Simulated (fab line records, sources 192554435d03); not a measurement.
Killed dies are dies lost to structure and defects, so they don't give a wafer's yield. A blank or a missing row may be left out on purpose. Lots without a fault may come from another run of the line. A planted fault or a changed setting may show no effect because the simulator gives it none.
Which tool did it? | flow n5_finfet | 9 lots, 27 wafers sampled, at 6 steps of a route of 1938

WHAT THE GAUGES READ, wafer by wafer
N5_BEOL_M4_RC_MEAS_101.
lot  | measured     | on        | DIBL_N (mV/V)  | DIBL_P (mV/V)  | IOFF_N (nA/um)    | IOFF_P (nA/um)    | ION_N (uA/um) | ION_P (uA/um) | SS_N (mV/dec)  | SS_P (mV/dec)  | VT_N (mV)         | VT_P (mV)
L365 | day 8 06:04  | prober-02 | 34.3 35.2 35.5 | 35.8 36.7 36.3 | 0.140 0.143 0.152 | 0.193 0.203 0.208 | 663 666 671   | 465 461 462   | 71.6 71.8 71.7 | 72.8 72.6 73.3 | 250.5 251.5 249.1 | -251 -251 -249
L374 | day 10 02:55 | prober-02 | 38.4 37.3 37.9 | 37.1 36.7 36.9 | 0.194 0.182 0.184 | 0.234 0.243 0.232 | 675 687 680   | 462 467 469   | 71.9 71.9 71.9 | 73.4 74.1 73.7 | 245.2 248.5 245.5 | -250 -250 -251
L375 | day 11 02:08 | prober-02 | 39.2 40.3 38.9 | 39.4 40.9 39.0 | 0.188 0.209 0.170 | 0.213 0.247 0.197 | 679 668 674   | 461 456 455   | 72.3 72.9 72.2 | 74.0 75.4 74.6 | 248.0 247.4 250.9 | -251 -249 -254
L380 | day 11 23:09 | prober-02 | 35.3 36.2 36.7 | 34.9 35.7 36.2 | 0.123 0.135 0.145 | 0.158 0.168 0.174 | 667 672 664   | 452 452 448   | 71.6 71.6 71.8 | 73.2 72.9 72.7 | 255.3 253.1 252.7 | -256 -256 -255
L379 | day 11 23:23 | prober-01 | 39.6 37.6 34.9 | 40.9 37.6 34.8 | 0.225 0.175 0.131 | 0.299 0.239 0.190 | 692 680 664   | 480 467 463   | 72.1 71.7 70.7 | 74.3 73.3 73.4 | 245.3 248.3 250.8 | -246 -248 -249
L382 | day 12 14:25 | prober-01 | 36.7 36.8 35.0 | 38.8 39.0 36.9 | 0.167 0.173 0.146 | 0.226 0.231 0.194 | 666 669 672   | 463 459 460   | 72.0 71.6 71.7 | 74.2 73.8 73.3 | 249.4 250.7 250.6 | -253 -250 -252
L385 | day 12 22:23 | prober-01 | 35.9 34.7 35.5 | 35.8 34.1 34.8 | 0.153 0.133 0.139 | 0.224 0.208 0.221 | 681 670 662   | 465 466 465   | 71.5 70.7 71.4 | 73.0 73.3 73.3 | 249.2 252.9 250.5 | -249 -246 -246
L386 | day 13 13:08 | prober-01 | 35.8 34.8 37.9 | 38.6 37.1 40.1 | 0.164 0.143 0.199 | 0.217 0.193 0.236 | 677 677 686   | 454 461 458   | 71.6 70.9 73.0 | 73.5 73.4 74.4 | 248.1 252.1 248.2 | -249 -250 -249
L387 | day 13 16:08 | prober-02 | 37.0 36.4 36.7 | 36.3 36.3 36.4 | 0.169 0.166 0.173 | 0.218 0.213 0.222 | 677 682 680   | 459 464 464   | 72.2 71.4 72.0 | 72.9 74.0 73.8 | 249.2 247.6 247.2 | -251 -252 -249

N5_BEOL_M10_THK_MEAS_01.
lot  | measured     | on            | M10_ILD_THK (nm)
L365 | day 10 12:37 | film_metro-02 | 265 266 270
L374 | day 11 21:46 | film_metro-02 | 269 266 270
L375 | day 13 01:34 | film_metro-02 | 267 277 274
L385 | day 14 17:31 | film_metro-01 | 264 261 263
L386 | day 15 10:17 | film_metro-01 | 267 268 276
L387 | day 15 14:50 | film_metro-01 | 270 273 277

WHICH TOOL RAN EACH LOT (tool, then ch and the chambers of the sampled wafers, then the start)
lot  | N5_BEOL_M9_TRENCH_ETCH_37                     | N5_BEOL_M9_SPUTTER_48        | N5_BEOL_M9_ECD_50              | N5_BEOL_M9_CMP_52
L365 | rie_diel-05 ch 2,3, day 10 11:00 or earlier   | pvd_sputter-01, day 10 11:00 | ecd_cu-02 ch 0,1, day 10 11:07 | cmp-04 ch 0,1, day 10 11:31
L374 | rie_diel-05 ch 1,2, day 11 19:57 or earlier   | pvd_sputter-03, day 11 19:57 | ecd_cu-01 ch 0,1, day 11 20:05 | cmp-01 ch 0,1,3, day 11 20:41
L375 | rie_diel-04 ch 0,3, day 12 23:57 or earlier   | pvd_sputter-03, day 12 23:57 | ecd_cu-02 ch 0,1, day 13 00:04 | cmp-04 ch 2,3, day 13 00:31
L380 | rie_diel-05 ch 0,2,3, day 13 20:21 or earlier | pvd_sputter-01, day 13 20:21 | ecd_cu-01 ch 0,1, day 13 20:28 | cmp-02 ch 0,1,3, day 13 20:55
L379 | rie_diel-05 ch 0,1,3, day 13 20:45 or earlier | pvd_sputter-02, day 13 20:45 | ecd_cu-02 ch 0,1, day 13 20:53 | cmp-04 ch 1,2,3, day 13 21:17
L382 | rie_diel-03 ch 0,1,3, day 14 08:19 or earlier | pvd_sputter-03, day 14 08:19 | ecd_cu-02 ch 0,1, day 14 08:28 | cmp-04 ch 1,2,3, day 14 08:58
L385 | rie_diel-03 ch 0,1,2, day 14 15:45 or earlier | pvd_sputter-02, day 14 15:45 | ecd_cu-02 ch 0,1, day 14 15:52 | cmp-04 ch 1,2,3, day 14 16:26
L386 | rie_diel-03 ch 0,1,3, day 15 08:32 or earlier | pvd_sputter-03, day 15 08:32 | ecd_cu-02 ch 0,1, day 15 08:38 | cmp-02 ch 0,2,3, day 15 09:13
L387 | rie_diel-04 ch 0,1, day 15 13:14 or earlier   | pvd_sputter-02, day 15 13:14 | ecd_cu-02 ch 0,1, day 15 13:21 | cmp-02 ch 0,2, day 15 13:45
- N5_BEOL_M9_TRENCH_ETCH_37: etches SiCOH lowk in C4F6/O2, target depth 151.43 nm, time 49 s.
- N5_BEOL_M9_SPUTTER_48: material Cu, target thk 12 nm, time 2 s.
- N5_BEOL_M9_ECD_50: material Cu, target thk 318 nm.
- N5_BEOL_M9_CMP_52: polishes, stops on SiCOH lowk, t overpolish 7 s, target thk 140 nm.

WHAT THE TOOLS THEMSELVES READ (means of the sampled wafers that have a number; where no wafer has one, the mark that the record gives instead)
N5_BEOL_M9_TRENCH_ETCH_37.
lot  | tool        | drypump_motor_current_A (A) | oes_product_au (a.u.) | rf_vpp_V (V) | showerhead_plenum_p_Torr (Torr) | throttle_valve_pct (%)
L365 | rie_diel-05 | 5.4                         | 0.79                  | 666          | 2.92                            | 20.82
L374 | rie_diel-05 | 5.4                         | 0.84                  | 666          | 2.98                            | 20.79
L375 | rie_diel-04 | 6.1                         | 0.71                  | 654          | 2.74                            | 20.86
L380 | rie_diel-05 | 5.7                         | 0.85                  | 665          | 2.85                            | 20.87
L379 | rie_diel-05 | 5.7                         | 0.86                  | 662          | 2.85                            | 20.84
L382 | rie_diel-03 | 5.8                         | 0.76                  | 660          | 2.85                            | 21.10
L385 | rie_diel-03 | 5.9                         | 0.74                  | 661          | 2.80                            | 20.98
L386 | rie_diel-03 | 5.8                         | 0.75                  | 661          | 2.85                            | 21.13
L387 | rie_diel-04 | 6.0                         | 0.74                  | 657          | 2.80                            | 21.00

N5_BEOL_M9_SPUTTER_48.
lot  | tool           | chuck_gas_flow_sccm (sccm) | chuck_sensor_temp_C (C) | throttle_valve_pct (%)
L365 | pvd_sputter-01 | 1.30                       | -16.1                   | 29.8
L374 | pvd_sputter-03 | 1.25                       | -16.1                   | 31.4
L375 | pvd_sputter-03 | 1.27                       | -15.9                   | 30.4
L380 | pvd_sputter-01 | 1.28                       | -16.1                   | 29.9
L379 | pvd_sputter-02 | 1.24                       | -15.9                   | 29.7
L382 | pvd_sputter-03 | 1.25                       | -16.3                   | 31.6
L385 | pvd_sputter-02 | 1.27                       | -16.0                   | 29.8
L386 | pvd_sputter-03 | 1.28                       | -16.0                   | 31.0
L387 | pvd_sputter-02 | 1.24                       | -15.7                   | 30.5

N5_BEOL_M9_CMP_52.
lot  | tool   | motor_current_A (A) | slurry_filter_dp_kPa (kPa) | time_to_endpoint_s (s)
L365 | cmp-04 | 6.3                 | 13.50                      | 62.1
L374 | cmp-01 | 7.3                 | 13.47                      | 69.6
L375 | cmp-04 | 6.1                 | 13.38                      | 65.2
L380 | cmp-02 | 6.0                 | 13.47                      | 0.9
L379 | cmp-04 | 6.5                 | 13.40                      | 0.7
L382 | cmp-04 | 6.3                 | 13.53                      | 1.2
L385 | cmp-04 | 6.4                 | 13.37                      | 67.2
L386 | cmp-02 | 6.0                 | 13.39                      | 64.2
L387 | cmp-02 | 6.4                 | 13.41                      | 64.7

THE ANSWER, worked out from the rows above alone
Rule: what is usual is taken from the lots themselves. Put in order of their means at a reading, lots are off if they are a third of the lots or fewer, leave a main group of 4 or more, and stand apart from it by a gap of 3 or more times the standard deviation of the main group's means; of several such gaps the widest counts. A main group whose means are all the same, to the digits that the tables above print for the reading, isn't used. A lot without any number at a reading at which 4 lots or more have one is off too. The other lots that the step has rows for count as sound. The gauges are gone through in route order, then the tools' own readings, and for those a lot's mean is taken as printed above. The first step at which some lot is off is used, and at that step the reading that is off furthest; a lot without a number counts as furthest.
Off: L380, L379, L382, at N5_BEOL_M9_CMP_52 (time_to_endpoint_s). The main group: mean 65.5 s, standard deviation 2.4.
A tool fits if, at that step or a process step before it, it ran every lot that is off, and no sound lot after the first of them. N5_BEOL_M9_TRENCH_ETCH_37 gives no start for some lots, so the hours and the order of its lots are those of N5_BEOL_M9_SPUTTER_48. None of those tried fits.

WHAT THE SIMULATOR HAD PUT IN
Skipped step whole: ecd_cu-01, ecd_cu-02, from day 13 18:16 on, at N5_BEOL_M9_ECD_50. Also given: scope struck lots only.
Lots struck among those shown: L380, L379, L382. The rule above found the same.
